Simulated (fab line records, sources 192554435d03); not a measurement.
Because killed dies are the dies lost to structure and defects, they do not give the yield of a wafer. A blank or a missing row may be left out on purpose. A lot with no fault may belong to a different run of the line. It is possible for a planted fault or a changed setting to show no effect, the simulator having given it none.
Matching of chambers	flow n5Finfet	4 sister chambers for N5_FIN_CUT_STRIP_24 on rieDiel-05
The step strips in CF4. 4 wafers are shown with their chamber, then 8 later ones without.

EACH WAFER AND ITS CHAMBER
wafer	chamber	showerheadPlenumPTorr (Torr)
L076.3	3	1.77
L081.4	2	1.86
L081.6	1	1.77
L090.1	0	1.80

WAFERS WHOSE CHAMBER IS MISSING
wafer	showerheadPlenumPTorr (Torr)
L090.2	1.76
L090.3	1.85
L093.3	1.77
L093.4	1.80
L093.6	1.85
L094.1	1.85
L094.4	1.76
L094.6	1.85

CHAMBER TAKEN BY EACH
wafer	from the rows above	in truth
L090.2	can't be placed: 1 or 3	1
L090.3	2	2
L093.3	can't be placed: 1 or 3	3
L093.4	0	0
L093.6	2	2
L094.1	2	2
L094.4	can't be placed: 1 or 3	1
L094.6	2	2
Correct placement for 5 of the 8. These rows do not allow placing 3 (true chamber among the candidates in 3). Number placed wrongly: 0.
How it was worked out, from the rows above alone: a wafer's distance from a chamber is the root of the sum, over the readings, of the square of ((its reading less the chamber's mean) divided by the reading's scatter). If the next closest chamber is less than 2 further off than the closest, the wafer can't be placed; otherwise it belongs to the closest. For every chamber, the mean is computed from those of its wafers that are shown. The scatter: root of mean squared gap, hidden wafer to nearest shown wafer, with one shown wafer a chamber.
